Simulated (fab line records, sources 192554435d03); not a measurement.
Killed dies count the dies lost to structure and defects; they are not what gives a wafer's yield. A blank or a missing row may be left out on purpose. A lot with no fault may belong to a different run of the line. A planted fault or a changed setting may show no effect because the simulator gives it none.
Problem report, 8D (eight disciplines) form, completed by code | flow n5-finfet | the parts of the form that need people (team, actions taken, sign-off) are left out

1. WHAT IS WRONG
Mean of bias-w at N5_FIN_SAQP_FIN_ETCH_36: 93.86 W across 6 wafers in 2 lots; on wafers with no fault it is 102.01 W (standard deviation 0.28). That is -29 standard deviations from the usual mean.
The step: etches the open film in HBr/Cl2/O2, target depth 120 nm, time 50.4 s.
First seen on wafer L517.1, day 7 03:01, on rie-si-04. Wafers with a number at this step in the record: 27, from 9 lots. By rule, "out" or "out of limits" means more than 4 standard deviations away from the usual mean. The other wafers with a number count as sound.

2. WHAT IT IS, AND WHAT IT ISN'T
question                    | is                     | is not
which readings at this step | bias-w                 | oes_o_777_au, oes-product-au, throttle-valve-pct
which lots                  | L517, L518             | L499, L501, L502, L508, L511, L513, L520
which wafers of those lots  | all that have a number | -
read on which tools         | rie-si-04              | rie-si-01, rie-si-03
when                        | from day 7 03:01       | up to then (18 sound wafers); but 3 sound wafers of L520 came after

3. THE SUSPECTS, EACH WITH WHAT RULES IT OUT
Counting: a tool stays on the suspect list if, at a process step up to the reading, it processed all lots that are out and no sound lot following the first of them.
- rie-diel-05 at N5_FIN_SAQP_ETCH_51 (etches SiARC in CF4, target depth 45.5 nm, time 75.8 s): ruled out as a lasting fault. Sound lots L520 ran on it after its first lot that is out, L517 (day 6 23:02).
- rie-si-04 at N5_FIN_SAQP_FIN_ETCH_36 (etches the open film in HBr/Cl2/O2, target depth 120 nm, time 50.4 s): kept. It ran every lot that is out, first L517 (day 7 03:01), and no sound lot after that; its last sound lot up to then is L508 (day 4 23:50). Its own readings are out on those wafers: bias-w.
The count leaves rie-si-04 at N5_FIN_SAQP_FIN_ETCH_36.

4. THE CAUSE (what the simulator had put in)
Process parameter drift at N5_FIN_SAQP_FIN_ETCH_36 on rie-si-04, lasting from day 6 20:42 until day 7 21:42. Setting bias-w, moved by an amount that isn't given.
This tool alone remained once counting was done.

5. THE CHAIN OF EFFECTS, in route order
Each row: a reading whose mean over the struck wafers that have a number lies more than 3 standard deviations from the usual. Scope: only readings with a usual standard deviation given in the record; hours: median across lots of the time from each lot's start at the first step in this table that gives one to its start at this step; sigmas: change in usual standard deviations.
hours | step                    | reading | usual    | on struck wafers | change | sigmas
0     | N5_FIN_SAQP_FIN_ETCH_36 | bias-w  | 102.01 W | 93.86            | -8.15  | -29
Here are the process steps it includes:
- N5_FIN_SAQP_FIN_ETCH_36: etches the open film in HBr/Cl2/O2, target depth 120 nm, time 50.4 s.
Later steps that measure or inspect, where all struck wafers having a row at the step show a number for every such reading and not one has moved that far: N5_BEOL_M4_RC_MEAS_101.

6. WHAT WOULD HAVE CAUGHT IT SOONER
The fault began at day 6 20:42; the first out-of-limits reading in this record came at day 7 03:01, 6 hours later.
